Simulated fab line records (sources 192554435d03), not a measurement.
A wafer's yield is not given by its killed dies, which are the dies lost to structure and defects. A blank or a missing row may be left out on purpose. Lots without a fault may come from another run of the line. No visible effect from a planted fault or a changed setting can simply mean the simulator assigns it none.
Chamber matching ; flow n5 finfet ; 4 sister chambers for N5_MOL_CONTACT_COAG_VIA_ETCH_46 on rie diel-05
The step etches SiO2 in C4F6/O2, target depth 46 nm, overetch 9.2 nm, time 40 s. 8 wafers are shown with their chamber, then 7 later ones without.

## WAFERS PAIRED WITH THEIR CHAMBERS
wafer;chamber;showerhead plenum p Torr (Torr);rf vpp V (V)
L108.3;1;2.82;1594
L108.5;1;2.82;1591
L108.6;0;2.79;1572
L109.4;2;2.92;1627
L109.5;3;2.94;1600
L109.6;2;2.92;1626
L114.1;3;2.93;1602
L114.3;0;2.79;1573

## WAFERS WHOSE CHAMBER IS MISSING
wafer;showerhead plenum p Torr (Torr);rf vpp V (V)
L114.6;2.79;1572
L123.1;2.91;1626
L123.2;2.92;1600
L123.5;2.78;1571
L124.2;2.91;1624
L124.3;2.78;1572
L124.5;2.92;1600

## CHAMBER TAKEN BY EACH
wafer;from the rows above;in truth
L114.6;0;0
L123.1;2;2
L123.2;3;3
L123.5;0;0
L124.2;2;2
L124.3;0;0
L124.5;3;3
Correct placement for 7 of the 7. From these rows, 0 cannot be placed. Placed wrongly: 0.
How it was worked out, from the rows above alone: a wafer's distance from a chamber is the root of the sum, over the readings, of the square of ((its reading less the chamber's mean) divided by the reading's scatter). If the next closest chamber is less than 2 further off than the closest, the wafer can't be placed; otherwise it belongs to the closest. Each chamber's mean is taken over the wafers shown for it. The scatter is the square root of a quotient: the sum, over the shown wafers, of each reading's squared deviation from its chamber's mean, divided by wafers minus chambers.
